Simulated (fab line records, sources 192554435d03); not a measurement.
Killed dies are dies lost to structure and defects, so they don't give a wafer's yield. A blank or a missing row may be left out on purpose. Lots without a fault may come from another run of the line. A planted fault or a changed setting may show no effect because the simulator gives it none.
fab line records | flow n5_finfet
record lots=11 wafers=32 last_day=17
route steps=1938 shown BEOL_M6@1198 PASSIVATION@1936
lots that met no fault: from a run of the same line without faults
start_h: hours from the record's first day to the start of the lot's first wafer shown | wait_h: hours since the lot's step before | " the same as in the row above | L1.1+2: a row that stands for several wafers | - no value, or no start given | * or withheld: withheld | < > ~ a bound
route shown NAME@n: a module of which the file shows steps, and the number in the route of the first | usual: mean/standard deviation of fault-free wafers | same: alike in all rows | chamber/n: place in a boat | sites: the reading at each site | _std_site: their standard deviation | _edge_site: outer sites' mean less inner sites' | radius_mm: how far each site lies from the wafer's centre | mask NAME#n: copy n | behind: the tool/chamber that last shaped the wafer | hold: why the lot was held/for how many hours/how that ended | device: the transistor (n, p or np) that didn't switch | end of line: the same wafers' tests at the end of the route | a step without rows: its recipe alone | killed: dies lost to structure and defects at the first sort, not the wafer's yield | map: a wafer's dies, x killed, . not, _ none there
set.NAME: the setting as run; set.NAME@STEP: as run at that earlier step | model.NAME: the simulator's own value behind a step, which no gauge read
steps of the route over a sample of lots; a table a step, a row a wafer
services: from which hour (start_h, from the record's first day; less than 0 if before it) a tool's chamber was out of use, for how many hours, and why
## steps
# step N5_BEOL_M6_HM_DEP_02
# recipe material=TiN target_thk_a=200 temp_c=25 chamber_pressure_pa=0.49996
# usual throttle_valve_pct=30.1/1
# columns lot.wafer tool chamber start_h wait_h throttle_valve_pct
L130.1 pvd_sputter-01 - 184.96 1.1 30.4
L130.2 " - " " 30.4
L130.4 " - " " 33.0
L132.1 pvd_sputter-02 - 195.99 1.5 29.3
L132.4 " - " " 30.2
L132.6 " - " " 29.0
L134.3 pvd_sputter-02 - 215.53 1.8 29.9
L134.4 " - " " 30.4
L134.6 " - " " 29.4
L135.1 pvd_sputter-02 - 220.29 0.8 29.1
L135.2 " - " " 30.0
L135.6 " - " " 30.2
L137.1 pvd_sputter-01 - 229.42 1.7 32.9
L137.3 " - " " 30.4
L137.6 " - " " 30.8
L138.2 pvd_sputter-03 - 231.30 0.8 29.1
L138.5 " - " " 29.0
L138.6 " - " " 30.2
L143.1 pvd_sputter-02 - 272.21 0.9 30.4
L143.4 " - " " 29.0
L143.5 " - " " 29.6
L145.3 pvd_sputter-01 - 281.16 1.0 30.9
L145.6 " - " " 33.1
L146.2 pvd_sputter-01 - 284.80 1.9 30.7
L146.4 " - " " 33.1
L146.5 " - " " 33.0
L147.2 pvd_sputter-02 - 288.12 0.5 30.1
L147.4 " - " " 29.0
L147.5 " - " " 29.8
L150.3 pvd_sputter-01 - 317.19 0.4 30.9
L150.5 " - " " 30.4
L150.6 " - " " 30.7
# step N5_BEOL_M6_STRIP_67
# recipe chemistry=CF4 resist=SiARC power_w=300 bias_power_w=75 pressure_mtorr=50 cf4_flow_sccm=150 rf_frequency_hz=6e+07
# usual drypump_motor_current_A=5.6/0.43 oes_product_au=0.80/0.08 rf_vpp_V=271.1/1.4 showerhead_plenum_p_Torr=1.80/0.053 throttle_valve_pct=13.58/0.22
# columns lot.wafer tool chamber start_h wait_h drypump_motor_current_A oes_product_au rf_hours_counter_h rf_vpp_V showerhead_plenum_p_Torr throttle_valve_pct
L130.1 rie_diel-02 3 186.25 0.0 5.1 0.83 60 271.1 1.82 13.49
L130.2 " 1 " " 6.2 0.76 125 269.8 1.81 13.71
L130.4 " 2 " " 5.8 0.86 47 270.6 1.74 13.44
L132.1 rie_diel-06 0 196.70 0.0 5.8 0.71 219 270.4 1.77 13.59
L132.4 " 3 " " 4.9 0.91 21 270.0 1.76 13.66
L132.6 " 0 " " 5.8 0.71 - 271.2 1.77 13.58
L134.3 rie_diel-02 3 216.23 0.0 5.1 0.81 72 271.0 1.82 13.51
L134.4 " 0 " " 5.3 0.90 37 270.8 1.74 13.33
L134.6 " 2 " " 5.7 0.84 - 270.6 1.74 13.49
L135.1 rie_diel-02 2 221.12 0.0 5.7 0.84 62 269.1 1.73 13.48
L135.2 " 1 " " 6.2 0.75 140 270.2 1.80 13.72
L135.6 " 1 " " 6.2 0.74 - 269.7 1.80 13.74
L137.1 rie_diel-03 1 230.13 0.0 6.2 0.69 250 271.3 1.77 14.16
L137.3 " 2 " " 5.5 0.75 151 272.1 1.86 13.68
L137.6 " 1 " " 6.2 0.68 - 271.5 1.77 14.17
L138.2 rie_diel-02 0 232.00 0.0 5.2 0.90 42 268.9 1.74 13.35
L138.5 " 3 " " 5.1 0.81 - 271.9 1.82 13.52
L138.6 " 2 " " 5.8 0.83 - 271.3 1.73 13.49
L143.1 rie_diel-06 0 273.03 0.0 5.8 0.69 241 271.1 1.76 13.64
L143.4 " 2 " " 5.4 0.88 48 272.8 1.90 13.17
L143.5 " 0 " " 5.8 0.69 - 268.4 1.76 13.62
L145.3 rie_diel-02 1 282.20 0.0 6.1 0.73 164 272.2 1.80 13.80
L145.6 " 3 " " 5.1 0.78 - 270.4 1.81 13.60
L146.2 rie_diel-06 1 285.52 0.0 5.4 0.69 229 272.1 1.83 13.92
L146.4 " 2 " " 5.4 0.87 52 274.9 1.89 13.18
L146.5 " 2 " " 5.4 0.88 - 274.2 1.89 13.19
L147.2 rie_diel-03 3 289.49 0.0 6.2 0.79 125 270.3 1.82 13.51
L147.4 " 1 " " 6.2 0.92 11 271.7 1.77 13.64
L147.5 " 0 " " 5.4 0.93 - 272.8 1.91 13.25
L150.3 rie_diel-02 1 317.91 0.0 6.1 0.71 177 270.9 1.79 13.83
L150.5 " 2 " " 5.7 0.80 - 269.8 1.72 13.57
L150.6 " 1 " " 6.1 0.72 - 270.9 1.79 13.82
# step N5_BEOL_M6_STRIP_19
# recipe chemistry=O2 power_w=400 temp_c=40 pressure_mtorr=30 rf_frequency_hz=6e+07 bias_power_w=0 overash_fraction=0.2 o2_flow_sccm=225
# usual drypump_motor_current_A=5.6/0.42 oes_product_au=0.79/0.08 rf_vpp_V=3.6/0.64 showerhead_plenum_p_Torr=2.10/0.059 throttle_valve_pct=16.70/0.22
# columns lot.wafer tool chamber start_h wait_h drypump_motor_current_A oes_product_au rf_hours_counter_h rf_vpp_V showerhead_plenum_p_Torr throttle_valve_pct
L130.1 rie_diel-03 1 186.55 0.2 6.2 0.69 232 4.6 2.08 17.20
L130.2 " 3 " " 6.2 0.84 81 3.5 2.14 16.58
L130.4 " 2 " " 5.5 0.77 134 3.0 2.17 16.66
L132.1 rie_diel-03 0 196.85 0.1 5.4 0.70 241 3.4 1.96 16.68
L132.4 " 2 " " 5.5 0.77 139 4.8 2.17 16.67
L132.6 " 2 " " 5.5 0.76 - 2.4 2.17 16.66
L134.3 rie_diel-06 2 216.39 0.1 5.4 0.90 33 3.6 2.21 16.17
L134.4 " 1 " " 5.3 0.68 211 3.4 2.16 17.02
L134.6 " 3 " " 4.9 0.90 - 3.1 2.04 16.75
L135.1 rie_diel-03 3 221.27 0.1 6.2 0.82 94 2.8 2.13 16.56
L135.2 " 2 " " 5.5 0.75 146 4.1 2.17 16.68
L135.6 " 2 " " 5.5 0.76 - 3.7 2.16 16.65
L137.1 rie_diel-02 0 230.28 0.1 5.2 0.90 41 3.5 2.05 16.54
L137.3 " 1 " " 6.1 0.73 142 2.9 2.08 16.73
L137.6 " 1 " " 6.1 0.74 - 4.8 2.08 16.73
L138.2 rie_diel-02 1 232.24 0.1 6.2 0.74 143 3.4 2.08 16.72
L138.5 " 3 " " 5.1 0.81 - 3.6 2.13 16.65
L138.6 " 0 " " 5.2 0.89 - 2.7 2.05 16.52
L143.1 rie_diel-03 0 273.18 0.1 5.4 0.97 16 3.9 2.22 16.27
L143.4 " 0 " " 5.4 0.97 - 3.0 2.22 16.26
L143.5 " 2 " " 5.5 0.73 - 4.1 2.16 16.73
L145.3 rie_diel-02 3 282.35 0.1 5.1 0.78 97 3.5 2.12 16.70
L145.6 " 0 " " 5.2 0.86 - 2.8 2.04 16.59
L146.2 rie_diel-02 0 285.68 0.1 5.2 0.86 63 3.7 2.04 16.57
L146.4 " 3 " " 5.1 0.78 98 4.5 2.12 16.71
L146.5 " 3 " " 5.1 0.78 - 4.8 2.12 16.70
L147.2 rie_diel-06 3 289.73 0.2 5.0 0.86 49 3.0 2.03 16.76
L147.4 " 2 " " 5.4 0.86 54 3.9 2.20 16.22
L147.5 " 1 " " 5.3 0.67 - 2.9 2.16 17.05
L150.3 rie_diel-02 0 318.06 0.1 5.2 0.84 74 2.5 2.03 16.60
L150.5 " 1 " " 6.1 0.71 - 4.2 2.07 16.81
L150.6 " 0 " " 5.2 0.84 - 3.2 2.03 16.61
# step N5_BEOL_M6_EXPOSE_25
# recipe mask_id=V5 na=0.33 source_shape=annular sigma_inner=0.4 sigma_outer=0.8 polarization=unpolarized target_cd_nm=40 dose_mj=45
# usual exposure_dose_mJ_cm2=44.90/0.048
# columns lot.wafer tool chamber start_h wait_h mask exposure_dose_mJ_cm2
L130.1 euv_scanner-01 0 186.79 - V5#0 44.95
L130.2 " 0 " " V5#0 44.95
L130.4 " 0 " " V5#0 44.97
L132.1 euv_scanner-01 0 197.26 - V5#0 44.87
L132.4 " 0 " " V5#0 44.87
L132.6 " 0 " " V5#0 44.94
L134.3 euv_scanner-02 0 219.21 - V5#0 44.91
L134.4 " 0 " " V5#0 44.85
L134.6 " 0 " " V5#0 44.93
L135.1 euv_scanner-01 0 221.65 - V5#0 44.80
L135.2 " 0 " " V5#0 44.86
L135.6 " 0 " " V5#0 44.93
L137.1 euv_scanner-01 0 230.65 - V5#0 45.58
L137.3 " 0 " " V5#0 45.61
L137.6 " 0 " " V5#0 45.64
L138.2 euv_scanner-01 0 233.24 - V5#0 45.54
L138.5 " 0 " " V5#0 45.40
L138.6 " 0 " " V5#0 45.45
L143.1 euv_scanner-02 0 276.73 - V5#0 44.88
L143.4 " 0 " " V5#0 44.99
L143.5 " 0 " " V5#0 44.97
L145.3 euv_scanner-02 0 287.84 - V5#0 44.93
L145.6 " 0 " " V5#0 44.89
L146.2 euv_scanner-02 0 287.93 - V5#0 44.93
L146.4 " 0 " " V5#0 44.88
L146.5 " 0 " " V5#0 44.87
L147.2 euv_scanner-02 0 289.98 - V5#0 44.97
L147.4 " 0 " " V5#0 44.90
L147.5 " 0 " " V5#0 45.00
L150.3 euv_scanner-02 0 318.44 - V5#0 44.92
L150.5 " 0 " " V5#0 44.88
L150.6 " 0 " " V5#0 44.87
# step N5_PASSIVATION_PROBE_49
# usual defect_limited_yield=91.0/1.4 killed_at_M0_to_M3=35/10 killed_at_M4_up=13/6 killed_at_contacts=13/6.4 killed_at_front_end=42/12 killed_at_other=3.2/2.4 killed_dies=107/17 killed_open=69/13 killed_short=33/7.3 sort_bin_4_leakage=0.00/0.022 sort_bin_5_function=5.3/0.92 sort_bin_6_memory=3.3/0.66 sort_n_pass=1073/17 sort_yield_pct=90.9/1.4
# same gross_dies=1180 killed_at_back_side=0 sort_bin_8_speed[%]=0
# columns lot.wafer tool chamber start_h wait_h defect_limited_yield[%] killed_at_M0_to_M3 killed_at_M4_up killed_at_contacts killed_at_front_end killed_at_other killed_dies killed_open killed_short sort_bin_4_leakage[%] sort_bin_5_function[%] sort_bin_6_memory[%] sort_n_pass sort_yield_pct[%]
L132.1 prober-01 - 283.23 0.0 90.9 36 26 4 36 5 107 70 34 0 5.0 3.7 1073 90.9
L132.4 prober-01 - 283.38 0.2 89.2 28 19 11 66 3 127 77 43 0 6.3 3.7 1053 89.2
L132.6 prober-01 - 283.48 0.3 91.9 33 21 4 36 1 95 67 22 0 4.9 2.8 1085 91.9
L134.3 prober-02 - 309.04 0.1 90.8 38 9 12 45 5 109 68 31 0 5.6 3.5 1071 90.8
L134.4 prober-02 - 309.09 0.2 91.3 42 10 11 36 4 103 74 17 0.17 5.3 2.5 1075 91.1
L134.6 prober-02 - 309.19 0.3 90.2 51 8 7 42 8 116 73 37 0 6.4 3.1 1064 90.2
L145.3 prober-01 - 369.06 0.1 92.0 37 23 10 21 3 94 64 27 0 4.5 3.3 1086 92.0
L147.2 prober-02 - 378.96 0.1 91.9 26 11 9 46 3 95 65 23 0 4.6 2.6 1085 91.9
# killed by level:class
L132.1 BEOL_M3:geometric_particle:open=11 BEOL_M0_SAQP:geometric_particle:short=10 FIN_SAQP:geometric_particle:open=9 BEOL_M4:geometric_particle:open=8 STI_FIN_REVEAL:geometric_particle:open=6 FIN_SAQP:geometric_particle:short=5 BEOL_M5:geometric_particle:open=5 MOL_CONTACT_COAG:geometric_particle:open=4
L132.4 FIN_SAQP:geometric_particle:open=12 MOL_CONTACT_COAG:geometric_particle:open=11 STI_FIN_REVEAL:geometric_particle:open=10 BEOL_M3:geometric_particle:open=10 BEOL_M4:geometric_particle:open=9 GATE_CUT:geometric_particle:short=8 FIN_SAQP:geometric_particle:short=7 BEOL_M0_SAQP:geometric_particle:short=6
L132.6 STI_FIN_REVEAL:geometric_particle:open=11 BEOL_M2:geometric_particle:open=11 BEOL_M4:geometric_particle:open=9 BEOL_M1:geometric_particle:open=6 GATE_CUT:geometric_particle:short=5 FIN_SAQP:geometric_particle:open=4 MOL_CONTACT_COAG:geometric_particle:open=4 BEOL_M2:geometric_particle:short=4
L134.3 STI_FIN_REVEAL:geometric_particle:open=16 MOL_CONTACT_COAG:geometric_particle:open=9 FIN_SAQP:geometric_particle:open=8 BEOL_M2:geometric_particle:open=8 FIN_SAQP:geometric_particle:short=6 BEOL_M1:geometric_particle:open=5 BEOL_M2:geometric_particle:short=5 GATE_CUT:geometric_particle:open=4
L134.4 STI_FIN_REVEAL:geometric_particle:open=11 MOL_CONTACT_COAG:geometric_particle:open=10 BEOL_M1:geometric_particle:open=10 BEOL_M0_SAQP:geometric_particle:open=9 HKMG_FIN:area_etch=9 FIN_SAQP:geometric_particle:open=5 BEOL_M0_SAQP:geometric_particle:short=5 BEOL_M0:geometric_particle:open=5
L134.6 BEOL_M0_SAQP:geometric_particle:open=17 FIN_SAQP:geometric_particle:open=12 BEOL_M3:geometric_particle:open=9 BEOL_M1:geometric_particle:open=9 FIN_SAQP:geometric_particle:short=7 MOL_CONTACT_COAG:geometric_particle:open=6 BEOL_M3:geometric_particle:short=6 BEOL_M0_SAQP:geometric_particle:short=5
L145.3 BEOL_M2:geometric_particle:open=9 MOL_CONTACT_COAG:geometric_particle:open=8 BEOL_M3:geometric_particle:open=6 BEOL_M4:geometric_particle:open=6 ILD0:geometric_particle:open=5 BEOL_M0_SAQP:geometric_particle:short=5 BEOL_M6:geometric_particle:open=5 BEOL_M0:geometric_particle:short=4
L147.2 STI_FIN_REVEAL:geometric_particle:open=18 DUMMY_GATE:geometric_particle:open=8 BEOL_M0_SAQP:geometric_particle:short=7 MOL_CONTACT_COAG:geometric_particle:open=7 HKMG_FIN:area_etch=7 BEOL_M4:geometric_particle:open=5 BEOL_M1:geometric_particle:open=4 BEOL_M2:geometric_particle:open=4
## services
# columns tool chamber start_h hours kind
euv_scanner-01 - 163.06 1.0 pm
rie_diel-06 - 178.23 14.6 pm
euv_scanner-02 - 196.60 1.0 pm
euv_scanner-02 - 201.21 0.3 repair
euv_scanner-02 - 204.10 0.3 repair
euv_scanner-01 - 204.61 4.6 pm
rie_diel-06 2 210.88 4.2 repair
euv_scanner-02 - 211.08 0.7 repair
euv_scanner-01 - 219.21 1.0 pm
rie_diel-03 0 221.15 - clean
rie_diel-03 0 221.15 - consumable_replace:focus_ring
rie_diel-03 0 221.15 - consumable_replace:showerhead
rie_diel-03 0 221.15 18.5 scheduled_down
rie_diel-03 0 221.15 18.5 vent_cycle
euv_scanner-02 - 228.79 0.1 repair
rie_diel-03 1 239.65 - clean
rie_diel-06 - 246.45 15.6 pm
euv_scanner-01 - 250.33 40.3 repair
euv_scanner-02 - 266.79 1.0 pm
rie_diel-03 1 272.43 3.8 repair
euv_scanner-02 - 283.00 4.6 pm
euv_scanner-01 - 290.68 1.0 pm
euv_scanner-02 - 308.90 1.0 pm
euv_scanner-01 - 315.50 0.8 repair
## key
first_sign step=N5_BEOL_M6_EXPOSE_25 reading=exposure_dose_mJ_cm2 direction=up sigmas=13 usual=44.90 struck=45.54
effect none on later readings
met_at N5_BEOL_M6_EXPOSE_25
struck_lots L137,L138
loop_trim step=N5_BEOL_M6_EXPOSE_25 setting=dose lots=L138
not_acting_at N5_BEOL_M6_HM_DEP_02,N5_BEOL_M6_STRIP_67,N5_BEOL_M6_STRIP_19
onset_between 221.65 230.65
fault kind=process_parameter_drift tool=euv_scanner-01 chamber=- onset_h=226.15 steps=N5_BEOL_M6_EXPOSE_25 channel=dose_mj offset=0.7388 shape=step acts_in=these_recipes_only stated=45
# loop_trim: a control loop set the setting to another value than it would have without faults
